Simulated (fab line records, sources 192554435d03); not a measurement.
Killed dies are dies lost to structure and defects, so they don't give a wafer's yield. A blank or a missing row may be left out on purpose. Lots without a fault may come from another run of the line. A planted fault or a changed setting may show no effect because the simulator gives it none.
A struck lot beside a sound one | flow n5_finfet | 38 steps out of a route of 1938
Sound: wafers L798.2, L798.4, L798.5. Struck: wafer L812.2. (L812.1 of the same lot was not struck and is left out.) The cause comes at the end.
At each step with rows: each side's tool, then ch and its chambers, then its first start. Under that, the readings that differ: sound wafers | struck wafers | difference of the means | sigmas: that difference in standard deviations of wafers without a fault.
alike: readings whose means differ by less than 2 such deviations, and words and numbers that are the same on both sides. not compared: withheld readings, readings that some wafer has no value for, bounds like >300 that may hide the same value, and numbers for which the record gives no deviation and whose values overlap.
The two part at a step that has a row with sigmas, a row that says differs or no value, or rows on one side only. Numbers that don't overlap but have no deviation are shown without sigmas and don't part them. A reading that every wafer of one side lacks parts them only if that side has two wafers or more.

first, 9 steps without rows for these wafers: N5_BEOL_M2_COAT_05 (resist thk 30 nm); N5_BEOL_M2_EBR_07; N5_BEOL_M2_SOFTBAKE_06 (time 60 s); N5_BEOL_M2_EXPOSE_08 (exposes mask M2); N5_BEOL_M2_PEB_09 (peb time 60 s); N5_BEOL_M2_DEVELOP_10 (develop time 30 s); N5_BEOL_M2_DESCUM_16 (chemistry O2, time 7 s); N5_BEOL_M2_ETCH_74 (etches underlayer in N2/H2, target depth 6.5 nm, time 5.2 s); N5_BEOL_M2_ETCH_63 (etches SiARC in CF4, target depth 15.6 nm, time 26 s).
N5_BEOL_M2_ETCH_64: etches SOC in N2/H2, target depth 75 nm, overetch 22.5 nm, time 121.9 s.
  sound on rie_diel-04 ch 0,2, day 8 00:06; struck on rie_diel-04 ch 3, day 11 03:07
  reading                                    | sound             | struck | difference | sigmas
  rf_vpp_V (V)                               | 522.4 524.5 522.5 | 528.3  | +5.2       | +2
  showerhead_plenum_p_Torr (Torr)            | 2.50 2.50 2.47    | 2.68   | +0.19      | +2
  model.SiARC_of_BEOL_M2_COAT_62.thk_nm (nm) | 6.4 6.4 6.2       | 2.8    | -3.5       |
  model.BEOL_M2.cd_offset_nm (nm)            | 0.2 0.2 0         | 1.4    | +1.3       |
  alike: drypump_motor_current_A, n2_flow_sccm, oes_product_au, temp_c, throttle_valve_pct
  not compared: rf_hours_counter_h
then, 3 steps without rows for these wafers: N5_BEOL_M2_STRIP_65 (strips in N2/H2); N5_BEOL_M2_STRIP_75 (strips in N2/H2); N5_BEOL_M2_STRIP_66 (strips in CF4).
N5_BEOL_M2_HM_OPEN_17: chemistry Cl2/BCl3, target TiN, target depth 20 nm, overetch 6 nm.
  sound on rie_metal-02 ch 0,1, day 8 00:16; struck on rie_metal-02 ch 0, day 11 03:17
  reading                         | sound     | struck | difference | sigmas
  model.BEOL_M2.cd_offset_nm (nm) | 0.2 0.2 0 | 1.4    | +1.3       |
  alike: drypump_motor_current_A, oes_product_au, throttle_valve_pct
  not compared: rf_hours_counter_h
then, 1 step without rows for these wafers: N5_BEOL_M2_STRIP_19 (strips in O2).
N5_BEOL_M2_CD_MEAS_18: pitch 36 nm, target cd 18 nm.
  sound on cd_sem-03, day 8 00:29; struck on cd_sem-01, day 11 03:32
  reading    | sound             | struck | difference | sigmas
  cd_nm (nm) | 17.94 18.27 18.48 | 19.47  | +1.24      | +5
then, 20 steps without rows for these wafers: N5_BEOL_M2_COAT_67 (time 60 s, resist thk 60 nm); N5_BEOL_M2_COAT_68 (time 60 s, resist thk 12 nm); N5_BEOL_M2_COAT_76 (time 60 s, resist thk 5 nm); N5_BEOL_M2_COAT_22 (resist thk 30 nm); N5_BEOL_M2_EBR_24; N5_BEOL_M2_SOFTBAKE_23 (time 60 s); N5_BEOL_M2_EXPOSE_25 (exposes mask V1, defocus 5 nm); N5_BEOL_M2_PEB_26 (peb time 60 s); N5_BEOL_M2_DEVELOP_27 (develop time 30 s); N5_BEOL_M2_DESCUM_33 (chemistry O2, time 7 s); N5_BEOL_M2_ETCH_77 (etches underlayer in N2/H2, target depth 6.5 nm, time 5.2 s); N5_BEOL_M2_ETCH_69 (etches SiARC in CF4, target depth 15.6 nm, time 26 s); N5_BEOL_M2_ALD_98 (deposits SiO2, target thk 2.5 nm, pulse time 1 s, co reactant pulse time 1 s); N5_BEOL_M2_ETCHBACK_99 (etches SiO2 in CHF3, target depth 5 nm, time 10.4 s); N5_BEOL_M2_ETCH_70 (etches SOC in N2/H2, target depth 80 nm, overetch 24 nm, time 130 s); N5_BEOL_M2_STRIP_71 (strips in N2/H2); N5_BEOL_M2_STRIP_78 (strips in N2/H2); N5_BEOL_M2_VIA_ETCH_34 (etches the open film in C4F6/O2, target depth 69.4 nm, time 65.9 s); N5_BEOL_M2_STRIP_83 (strips in C4F6/O2); N5_BEOL_M2_STRIP_36 (strips in N2/H2).
N5_BEOL_M4_RC_MEAS_101:
  sound on prober-01 ch 0, day 9 11:23; struck on prober-01 ch 0, day 12 07:06
  reading                      | sound       | struck | difference | sigmas
  CHAIN_V1_max_site (ohm/link) | 230 223 232 | 211    | -17        | -2
  SERP_M2 (ohm/um)             | 177 186 194 | 148    | -38        | -3
  SERP_M2_max_site (ohm/um)    | 188 212 207 | 157    | -45        | -3
  alike: DIBL_N, DIBL_P, IOFF_N, IOFF_P, ION_N, ION_P, SS_N, SS_P, VT_N, VT_P
-- the record jumps here: 4 days lie between the struck wafers' starts before and after (it left off in module BEOL_M4 and takes up again in module PASSIVATION, whose first step shown is number 1936 of the route) --
N5_PASSIVATION_PROBE_49:
  the record has rows for the struck wafers here (prober-01, day 16 13:29) and none for the sound ones

WHERE THEY PART
First at N5_BEOL_M2_ETCH_64; last, within this record, at N5_PASSIVATION_PROBE_49.

WHY: what the simulator had put in
Process parameter drift: rie_diel-04, from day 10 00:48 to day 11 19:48, at N5_BEOL_M2_ETCH_64. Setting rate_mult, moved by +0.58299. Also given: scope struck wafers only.
